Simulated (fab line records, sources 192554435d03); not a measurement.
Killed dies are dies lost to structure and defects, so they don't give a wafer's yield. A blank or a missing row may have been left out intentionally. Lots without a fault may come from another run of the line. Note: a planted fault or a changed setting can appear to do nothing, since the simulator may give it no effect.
fab line records	flow n5-finfet
[record] lots = 4	wafers = 12	last-day = 18
route steps=1938 shown BEOL_M4@1099 BEOL_M5@1112 BEOL_M12@1656 PASSIVATION@1936
lots that met no fault: from a run of the same line without faults
start-h: hours from the record's first day to the start of the lot's first wafer shown	wait-h: hours elapsed since this lot's preceding step	" as in the row above	L1.1+2: a single row standing in for several wafers	- value missing, or start not given	* or withheld: withheld	< > ~ a bound
route shown NAME@n: a module of which the file shows steps, and the number in the route of the first	usual: average and standard deviation across the fault-free wafers	same: alike in all rows	chamber/n: place in a boat	sites: the reading at each site	_std_site: standard deviation across them	_edge_site: inner sites' mean taken away from outer sites' mean	radius-mm: for every site, how far away it sits from the centre of the wafer	mask NAME#n: copy n	behind: the tool/chamber that last shaped the wafer	hold: why the lot was held/for how many hours/how that ended	device: whichever transistor did not switch (one of n, p or np)	end of line: the same wafers' tests at the end of the route	a step given without rows: its recipe and nothing more	killed: dies lost to structure and defects at the first sort, not the wafer's yield	map: per-die view of a wafer (x killed, . not killed, _ where there is no die)
set.NAME: the setting that was run; set.NAME@STEP: the one run at that earlier step	model.NAME: the simulator's own value behind a step, which no gauge read
certain route steps with their lots: each step a table, each wafer a row
services: when a tool's chamber went out of use (start-h, in hours from the record's first day, below 0 if earlier), for how many hours, and the reason
[[steps]]
[step N5_BEOL_M4_ANNEAL_95]
[recipe] temp-c = 400	time-s = 240	ambient = vacuum
[step N5_BEOL_M4_SPUTTER_96]
[recipe] material = Cu	target-thk-a = 45	temp-c = -20	chamber-pressure-pa = 0.07	power-w = withheld	time-s = 8.29
[step N5_BEOL_M4_ECD_50]
[recipe] material = Cu	target-thk-a = 3000
[step N5_BEOL_M4_ANNEAL_51]
[recipe] temp-c = 225	time-s = 90	ambient = N2
[step N5_BEOL_M4_CMP_52]
[recipe] stop-on = SiOC	t-overpolish-s = 6.8	down-force-psi = 1	platen-rpm = 50	clearing-platen-down-force-psi = 1.5	clearing-platen-rpm = 50	post-cmp-clean = cu-alkaline	target-thk-nm = 40	clearing-platen-pad-velocity-m-s = 0.99484	pad-velocity-m-s = 0.99484
[step N5_BEOL_M4_PRE_CLEAN_60]
[recipe] gas = NH3/H2	time-s = 15	temp-c = *	rf-power-w = 300
[step N5_BEOL_M4_CO_CAP_55]
[recipe] material = Co	target-thk-a = 20	temp-c = 200	precursor = CCTBA/H2	pressure-torr = 30	time-s = 102.1
[step N5_BEOL_M4_PRE_CLEAN_56]
[recipe] gas = NH3	time-s = 15	temp-c = withheld	rf-power-w = 300
[step N5_BEOL_M4_DEP_57]
[recipe] material = SiCN	target-thk-a = 80	temp-c = withheld	precursor = 3MS/NH3	pressure-torr = 3	rf-w = 202	time-s = 14
[step N5_BEOL_M4_RC_MEAS_101]
[usual] DIBL_N = 36.5/1.7	DIBL_P = 36.6/2.2	IOFF_N = 0.16/0.033	IOFF_P = 0.22/0.035	ION_N = 671/12	ION_P = 462/7.7	SS_N = 71.6/0.54	SS_P = 73.3/0.71	VT_N = 250/3.2	VT_P = -249.9/2.9
lot.wafer	tool	chamber	start-h	wait-h	DIBL_N[mV/V]	DIBL_P[mV/V]	IOFF_N[nA/um]	IOFF_P[nA/um]	ION_N[uA/um]	ION_P[uA/um]	SS_N[mV/dec]	SS_P[mV/dec]	VT_N[mV]	VT_P[mV]
L326.1	prober-02	0	302.61	0.0	36.8	35.1	0.14	0.19	669	456	71.8	73.4	252	-255.5
L326.2	"	0	"	"	36.5	34.4	0.15	0.18	692	467	71.7	74.1	248	-253.6
L326.6	"	0	"	"	36.4	33.2	0.13	0.16	661	452	70.9	73.2	254	-253.1
L324.2	prober-01	0	303.66	0.2	37.8	38.8	0.18	0.23	669	457	72.2	73.7	252	-249.7
L324.3	"	0	"	"	35.2	37.0	0.15	0.20	667	463	70.9	73.3	251	-252.9
L324.5	"	0	"	"	37.1	38.0	0.17	0.22	671	462	71.3	73.9	250	-250.2
L328.2	prober-02	0	321.24	0.2	35.6	36.6	0.14	0.18	663	451	71.3	72.6	252	-254.6
L328.3	"	0	"	"	38.5	40.0	0.20	0.23	677	458	72.0	74.2	249	-251.9
L328.6	"	0	"	"	38.6	39.5	0.19	0.21	662	444	72.6	73.9	250	-252.4
L329.2	prober-01	0	321.64	0.2	38.1	37.5	0.18	0.20	676	458	71.9	73.8	248	-252.0
L329.3	"	0	"	"	37.3	38.5	0.16	0.22	683	468	71.6	73.5	250	-250.6
L329.4	"	0	"	"	38.2	39.5	0.19	0.24	686	465	71.8	73.5	246	-250.5
[step N5_BEOL_M5_ILD_DEP_00]
[recipe] material = SiCOH_lowk	target-thk-a = 1406.4	temp-c = 300	precursor = DEMS/porogen	pressure-torr = 5	rf-w = 500	time-s = 25.9
[step N5_BEOL_M5_CURE_79]
[recipe] temp-c = 385	time-s = 240	ambient = He/Ar	material = SiCOH_lowk
[step N5_BEOL_M5_PECVD_70]
[recipe] material = SiO2	target-thk-a = 160	temp-c = 400	precursor = TEOS/O2	pressure-torr = 5.5	rf-w = 450	teos-flow-sccm = 53.8	gas = O2	flow-sccm = 3000	time-s = 18
[step N5_BEOL_M5_HM_DEP_02]
[recipe] material = TiN	target-thk-a = 200	temp-c = 25	chamber-pressure-pa = 0.49996
[step N5_BEOL_M5_COAT_59]
[recipe] resist = SOC	temp-c = 250	time-s = 60	spin-rpm = 1500	resist-thk-nm = 60
[step N5_BEOL_M5_COAT_60]
[recipe] resist = SiARC	temp-c = 220	time-s = 60	spin-rpm = 1500	resist-thk-nm = 12
[step N5_BEOL_M5_COAT_71]
[recipe] resist = underlayer	temp-c = 205	time-s = 60	spin-rpm = 1500	resist-thk-nm = 5
[step N5_BEOL_M5_COAT_05]
[recipe] resist = CAR-EUV	spin-rpm = 1500	resist-thk-nm = 30
[step N5_BEOL_M5_EBR_07]
[recipe] solvent = PGMEA	ebr-width-mm = 1.5
[step N5_BEOL_M5_SOFTBAKE_06]
[recipe] temp-c = 110	time-s = 60	resist = CAR-EUV
[step N5_BEOL_M5_EXPOSE_08]
[recipe] mask-id = M5	na = 0.33	source-shape = annular	sigma-inner = 0.4	sigma-outer = 0.8	polarization = unpolarized	target-cd-nm = 28	dose-mj = 35.75
[step N5_BEOL_M5_PEB_09]
[recipe] peb-temp-c = 100	peb-time-s = 60	resist = CAR-EUV
[step N5_BEOL_M5_DEVELOP_10]
[recipe] develop-time-s = 30	developer = TMAH	resist = CAR-EUV	rinse-liquid = surfactant-rinse	dry = air-spin	dev-temp-c = 23
[step N5_BEOL_M5_DESCUM_16]
[recipe] chemistry = O2	time-s = 7	source-power-w = 50	bias-power-w = 20	pressure-mtorr = 20	rf-frequency-hz = 2.712e+07	temp-c = 40	resist = CAR-EUV	o2-flow-sccm = 225
[step N5_BEOL_M5_ETCH_72]
[recipe] chemistry = N2/H2	target = underlayer	target-depth-a = 65	mask-material = CAR-EUV	time-s = 5.2	ion-energy-ev = 200	pressure-mtorr = 30	source-w = 840	bias-w = 150	n2-flow-sccm = 200	h2-flow-sccm = 200	ends = cleared
[step N5_BEOL_M5_ETCH_61]
[recipe] chemistry = CF4	target = SiARC	target-depth-a = 156	mask-material = CAR-EUV	time-s = 26	ion-energy-ev = 80	pressure-mtorr = 40	source-w = 545	bias-w = 36	Ar_flow_sccm = 100	cf4-flow-sccm = 100	ends = cleared
[step N5_BEOL_M5_ETCH_62]
[recipe] chemistry = N2/H2	target = SOC	target-depth-a = 750	overetch-a = 150	mask-material = SiARC	temp-c = 40	time-s = 112.5	ion-energy-ev = 200	pressure-mtorr = 30	source-w = 840	bias-w = 150	n2-flow-sccm = 200	h2-flow-sccm = 200
[step N5_BEOL_M5_STRIP_63]
[recipe] chemistry = N2/H2	temp-c = 40	n2-flow-sccm = 200	h2-flow-sccm = 200	rf-frequency-hz = 6e+07
[step N5_BEOL_M5_STRIP_73]
[recipe] chemistry = N2/H2	temp-c = 40	n2-flow-sccm = 200	h2-flow-sccm = 200	rf-frequency-hz = 6e+07
[step N5_BEOL_M5_STRIP_64]
[recipe] chemistry = CF4	resist = SiARC	power-w = 300	bias-power-w = 75	pressure-mtorr = 50	cf4-flow-sccm = 150	rf-frequency-hz = 6e+07
[step N5_BEOL_M5_HM_OPEN_17]
[recipe] chemistry = Cl2/BCl3	target-depth-a = 200	overetch-a = 60	target = TiN	mask-material = SOC	ion-energy-ev = 150	pressure-mtorr = 10	icp-w = 1000	bias-w = 126	Cl2_flow_sccm = 53.25	bcl3-flow-sccm = 21.75	Ar_flow_sccm = 25
[step N5_BEOL_M5_STRIP_19]
[recipe] chemistry = O2	power-w = 400	temp-c = 40	pressure-mtorr = 30	rf-frequency-hz = 6e+07	bias-power-w = 0	overash-fraction = 0.2	o2-flow-sccm = 225
[step N5_BEOL_M5_COAT_65]
[recipe] resist = SOC	temp-c = 250	time-s = 60	spin-rpm = 1500	resist-thk-nm = 60
[step N5_BEOL_M5_COAT_66]
[recipe] resist = SiARC	temp-c = 220	time-s = 60	spin-rpm = 1500	resist-thk-nm = 12
[step N5_BEOL_M12_DEP_53]
[recipe] material = SiCN	target-thk-a = 300	temp-c = withheld	precursor = 3MS/NH3	pressure-torr = 3	rf-w = 675	time-s = 10.5
[usual] chamber-pressure-Torr = 3.002/0.0069	rf-fwd-power-W = 666/3.7	showerhead-plenum-p-Torr = 4.169/0.023	throttle-valve-pct = 17.7/1.1
lot.wafer	tool	chamber	start-h	wait-h	chamber-pressure-Torr	rf-fwd-power-W	showerhead-plenum-p-Torr	since-wet-clean-h	throttle-valve-pct
L324.2	pecvd-01	2	375.99	0.0	-	-	-	-	-
L324.3	"	0	"	"	-	-	-	-	-
L324.5	"	2	"	"	-	-	-	-	-
L326.1	pecvd-02	1	376.90	0.0	-	-	-	-	-
L326.2	"	0	"	"	-	-	-	-	-
L326.6	"	2	"	"	-	-	-	-	-
L328.2	pecvd-01	2	396.81	0.0	2.994	665	4.146	347	18.6
L328.3	"	1	"	"	3.005	664	4.182	1826	18.6
L328.6	"	2	"	"	2.994	663	4.161	-	18.7
L329.2	pecvd-01	1	402.30	0.0	2.998	662	4.161	1831	18.9
L329.3	"	2	"	"	3.000	668	4.157	352	18.4
L329.4	"	0	"	"	2.999	669	4.160	-	19.7
[step N5_PASSIVATION_PROBE_49]
[usual] defect-limited-yield = 91.0/1.5	killed_at_M0_to_M3 = 35/11	killed_at_M4_up = 15/5.5	killed-at-contacts = 12/5.5	killed-at-front-end = 40/11	killed-at-other = 4/3.1	killed-dies = 106/18	killed-on-rim = 14/4.3	killed-open = 70/12	killed-short = 33/8	sort_bin_5_function = 5.2/1	sort_bin_6_memory = 3.4/0.66	sort_bin_8_speed = 0.00/0.021	sort-n-pass = 1074/18	sort-yield-pct = 91.0/1.5
[same] gross-dies = 1180	killed-at-back-side = 0	sort_bin_4_leakage[%] = 0
lot.wafer	tool	chamber	start-h	wait-h	defect-limited-yield[%]	killed_at_M0_to_M3	killed_at_M4_up	killed-at-contacts	killed-at-front-end	killed-at-other	killed-dies	killed-on-rim	killed-open	killed-short	sort_bin_5_function[%]	sort_bin_6_memory[%]	sort_bin_8_speed[%]	sort-n-pass	sort-yield-pct[%]
L326.1	prober-02	-	412.32	0.0	0	49	1067	17	46	1	1180	152	83	40	96.3	3.3	0	0	0
L326.2	prober-02	-	412.37	0.1	0	49	1080	7	43	1	1180	152	73	45	95.8	4.1	0	0	0
L326.6	prober-02	-	412.57	0.3	0	59	1057	8	54	2	1180	152	91	47	95.4	4.2	0	0	0
L324.2	prober-02	-	415.87	0.1	0	22	1092	4	61	1	1180	152	78	32	95.6	4.1	0	0	0
L324.3	prober-02	-	415.92	0.1	0	38	1108	6	27	1	1180	152	49	29	97.1	2.6	0	0	0
L324.5	prober-02	-	416.02	0.2	0	40	1101	11	25	3	1180	152	65	26	96.9	3.0	0	0	0
L328.2	prober-02	-	425.10	0.1	91.7	22	23	15	38	0	98	11	69	29	4.8	3.5	0	1082	91.7
L328.3	prober-02	-	425.15	0.1	93.3	24	22	9	23	1	79	9	53	21	4.5	1.9	0	1101	93.3
L328.6	prober-02	-	425.30	0.3	91.8	29	31	3	33	1	97	11	76	19	4.4	3.6	0.08	1082	91.7
// killed by level:class
L326.1 BEOL_M12:area-dep=1055 STI_FIN_REVEAL:geometric-particle:open=14 MOL_CONTACT_COAG:geometric-particle:open=12 BEOL_M3:geometric-particle:open=11 BEOL_M2:geometric-particle:open=11 FIN_SAQP:geometric-particle:open=8 FIN_SAQP:geometric-particle:short=7 BEOL_M0_SAQP:geometric-particle:open=7
L326.2 BEOL_M12:area-dep=1061 BEOL_M2:geometric-particle:open=11 FIN_SAQP:geometric-particle:short=10 STI_FIN_REVEAL:geometric-particle:open=9 BEOL_M0_SAQP:geometric-particle:short=9 BEOL_M3:geometric-particle:open=7 BEOL_M4:geometric-particle:open=7 MOL_CONTACT_COAG:geometric-particle:open=6
L326.6 BEOL_M12:area-dep=1040 BEOL_M1:geometric-particle:open=15 FIN_SAQP:geometric-particle:open=13 BEOL_M0_SAQP:geometric-particle:short=13 STI_FIN_REVEAL:geometric-particle:open=11 FIN_SAQP:geometric-particle:short=10 BEOL_M0_SAQP:geometric-particle:open=9 BEOL_M2:geometric-particle:open=9
L324.2 BEOL_M12:area-dep=1068 FIN_SAQP:geometric-particle:open=12 DUMMY_GATE:geometric-particle:open=12 FIN_SAQP:geometric-particle:short=11 BEOL_M4:geometric-particle:open=11 STI_FIN_REVEAL:geometric-particle:open=7 BEOL_M0_SAQP:geometric-particle:open=7 BEOL_M5:geometric-particle:open=7
L324.3 BEOL_M12:area-dep=1102 BEOL_M0_SAQP:geometric-particle:short=11 BEOL_M0_SAQP:geometric-particle:open=8 BEOL_M1:geometric-particle:open=8 FIN_SAQP:geometric-particle:open=7 MOL_CONTACT_COAG:geometric-particle:open=6 DUMMY_GATE:geometric-particle:open=5 BEOL_M2:geometric-particle:open=5
L324.5 BEOL_M12:area-dep=1088 BEOL_M0_SAQP:geometric-particle:open=13 BEOL_M0_SAQP:geometric-particle:short=12 MOL_CONTACT_COAG:geometric-particle:open=10 BEOL_M4:geometric-particle:open=6 FIN_SAQP:geometric-particle:open=5 BEOL_M3:geometric-particle:open=5 FIN_SAQP:geometric-particle:short=3
L328.2 BEOL_M4:geometric-particle:open=14 MOL_CONTACT_COAG:geometric-particle:open=12 FIN_SAQP:geometric-particle:open=7 STI_FIN_REVEAL:geometric-particle:open=6 GATE_CUT:geometric-particle:short=5 BEOL_M1:geometric-particle:open=5 BEOL_M0_SAQP:geometric-particle:open=5 BEOL_M3:geometric-particle:open=4
L328.3 BEOL_M4:geometric-particle:open=10 MOL_CONTACT_COAG:geometric-particle:open=6 BEOL_M1:geometric-particle:open=6 STI_FIN_REVEAL:geometric-particle:open=4 BEOL_M2:geometric-particle:short=4 DUMMY_GATE:geometric-particle:open=3 STI_FIN_REVEAL:geometric-particle:short=3 BEOL_M2:geometric-particle:open=3
L328.6 BEOL_M4:geometric-particle:open=21 FIN_SAQP:geometric-particle:open=12 BEOL_M2:geometric-particle:open=9 BEOL_M3:geometric-particle:open=7 STI_FIN_REVEAL:geometric-particle:open=6 BEOL_M0_SAQP:geometric-particle:open=4 FIN_SAQP:geometric-particle:short=3 DUMMY_GATE:geometric-particle:open=3
// map L324.2 (x killed, . not)
_________________xxxxxxxxxxxx________________
______________xxxxxxxxxxxxxxxxxx_____________
___________xxxxxxxxxxxxxxxxxxxxxxxx__________
__________xxxxxxxxxxxxxxxxxxxxxxxxxx_________
________xxxxxxxxxxxxxxxxxxxxxxxxxxxxxx_______
_______xxxxxxxxxxxxxxxxxxxxxxxxxxxxxxxx______
______xxxxxxxxxxxxxxxxxxxxxxxxxxxxxxxxxx_____
_____xxxxxxxxxxxxxxxxxxxxxxxxxxxxxxxxxxxx____
____xxxxxxxxxxxxxxxxxxxxxxxxxxxxxxxxxxxxxx___
___xxxxxxxxxxxxxxxxxxxxxxxxxxxxxxxxxxxxxxxx__
___xxxxxxxxxxxxxxxxxxxxxxxxxxxxxxxxxxxxxxxx__
__xxxxxxxxxxxxxxxxxxxxxxxxxxxxxxxxxxxxxxxxxx_
__xxxxxxxxxxxxxxxxxxxxxxxxxxxxxxxxxxxxxxxxxx_
_xxxxxxxxxxxxxxxxxxxxxxxxxxxxxxxxxxxxxxxxxxxx
_xxxxxxxxxxxxxxxxxxxxxxxxxxxxxxxxxxxxxxxxxxxx
_xxxxxxxxxxxxxxxxxxxxxxxxxxxxxxxxxxxxxxxxxxxx
_xxxxxxxxxxxxxxxxxxxxxxxxxxxxxxxxxxxxxxxxxxxx
_xxxxxxxxxxxxxxxxxxxxxxxxxxxxxxxxxxxxxxxxxxxx
_xxxxxxxxxxxxxxxxxxxxxxxxxxxxxxxxxxxxxxxxxxxx
_xxxxxxxxxxxxxxxxxxxxxxxxxxxxxxxxxxxxxxxxxxxx
_xxxxxxxxxxxxxxxxxxxxxxxxxxxxxxxxxxxxxxxxxxxx
__xxxxxxxxxxxxxxxxxxxxxxxxxxxxxxxxxxxxxxxxxx_
__xxxxxxxxxxxxxxxxxxxxxxxxxxxxxxxxxxxxxxxxxx_
___xxxxxxxxxxxxxxxxxxxxxxxxxxxxxxxxxxxxxxxx__
___xxxxxxxxxxxxxxxxxxxxxxxxxxxxxxxxxxxxxxxx__
____xxxxxxxxxxxxxxxxxxxxxxxxxxxxxxxxxxxxxx___
_____xxxxxxxxxxxxxxxxxxxxxxxxxxxxxxxxxxxx____
______xxxxxxxxxxxxxxxxxxxxxxxxxxxxxxxxxx_____
_______xxxxxxxxxxxxxxxxxxxxxxxxxxxxxxxx______
________xxxxxxxxxxxxxxxxxxxxxxxxxxxxxx_______
__________xxxxxxxxxxxxxxxxxxxxxxxxxx_________
___________xxxxxxxxxxxxxxxxxxxxxxxx__________
______________xxxxxxxxxxxxxxxxxx_____________
_________________xxxxxxxxxxxx________________
// map L326.1 (x killed, . not)
_________________xxxxxxxxxxxx________________
______________xxxxxxxxxxxxxxxxxx_____________
___________xxxxxxxxxxxxxxxxxxxxxxxx__________
__________xxxxxxxxxxxxxxxxxxxxxxxxxx_________
________xxxxxxxxxxxxxxxxxxxxxxxxxxxxxx_______
_______xxxxxxxxxxxxxxxxxxxxxxxxxxxxxxxx______
______xxxxxxxxxxxxxxxxxxxxxxxxxxxxxxxxxx_____
_____xxxxxxxxxxxxxxxxxxxxxxxxxxxxxxxxxxxx____
____xxxxxxxxxxxxxxxxxxxxxxxxxxxxxxxxxxxxxx___
___xxxxxxxxxxxxxxxxxxxxxxxxxxxxxxxxxxxxxxxx__
___xxxxxxxxxxxxxxxxxxxxxxxxxxxxxxxxxxxxxxxx__
__xxxxxxxxxxxxxxxxxxxxxxxxxxxxxxxxxxxxxxxxxx_
__xxxxxxxxxxxxxxxxxxxxxxxxxxxxxxxxxxxxxxxxxx_
_xxxxxxxxxxxxxxxxxxxxxxxxxxxxxxxxxxxxxxxxxxxx
_xxxxxxxxxxxxxxxxxxxxxxxxxxxxxxxxxxxxxxxxxxxx
_xxxxxxxxxxxxxxxxxxxxxxxxxxxxxxxxxxxxxxxxxxxx
_xxxxxxxxxxxxxxxxxxxxxxxxxxxxxxxxxxxxxxxxxxxx
_xxxxxxxxxxxxxxxxxxxxxxxxxxxxxxxxxxxxxxxxxxxx
_xxxxxxxxxxxxxxxxxxxxxxxxxxxxxxxxxxxxxxxxxxxx
_xxxxxxxxxxxxxxxxxxxxxxxxxxxxxxxxxxxxxxxxxxxx
_xxxxxxxxxxxxxxxxxxxxxxxxxxxxxxxxxxxxxxxxxxxx
__xxxxxxxxxxxxxxxxxxxxxxxxxxxxxxxxxxxxxxxxxx_
__xxxxxxxxxxxxxxxxxxxxxxxxxxxxxxxxxxxxxxxxxx_
___xxxxxxxxxxxxxxxxxxxxxxxxxxxxxxxxxxxxxxxx__
___xxxxxxxxxxxxxxxxxxxxxxxxxxxxxxxxxxxxxxxx__
____xxxxxxxxxxxxxxxxxxxxxxxxxxxxxxxxxxxxxx___
_____xxxxxxxxxxxxxxxxxxxxxxxxxxxxxxxxxxxx____
______xxxxxxxxxxxxxxxxxxxxxxxxxxxxxxxxxx_____
_______xxxxxxxxxxxxxxxxxxxxxxxxxxxxxxxx______
________xxxxxxxxxxxxxxxxxxxxxxxxxxxxxx_______
__________xxxxxxxxxxxxxxxxxxxxxxxxxx_________
___________xxxxxxxxxxxxxxxxxxxxxxxx__________
______________xxxxxxxxxxxxxxxxxx_____________
_________________xxxxxxxxxxxx________________
[[services]]
tool	chamber	start-h	hours	kind
pecvd-01	0	364.84	2.1	scheduled-down
pecvd-02	0	378.76	2.1	scheduled-down
pecvd-02	1	383.62	-	clean
pecvd-02	1	383.62	-	consumable-replace:showerhead
pecvd-02	1	383.62	29.0	scheduled-down
pecvd-02	1	383.62	29.0	vent-cycle
pecvd-02	0	401.43	5.5	scheduled-down
[[key]]
[first-sign] step = N5_BEOL_M12_DEP_53	reading = tool-record	direction = missing
[effect] step = N5_PASSIVATION_PROBE_49	reading = killed_at_M4_up	direction = up	sigmas = 99+	usual = 15	struck = 1084
[more-kills-born-at] N5_BEOL_M12_DEP_53@pecvd-01 = 3258	N5_BEOL_M12_DEP_53@pecvd-02 = 3156
met-at N5_BEOL_M12_DEP_53
struck-wafers L324.2,L324.3,L324.5,L326.1,L326.2,L326.6
later-rows-left-out L324.2,L324.3,L324.5,L326.1,L326.2,L326.6
[fault] kind = skipped-step-whole	tool = pecvd-01,pecvd-02	chamber = -	onset-h = 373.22	steps = N5_BEOL_M12_DEP_53	scope = struck-lots-only
// later-rows-left-out: the simulator's readings of these wafers behind a module that went badly wrong aren't trusted and aren't shown, but for the sort
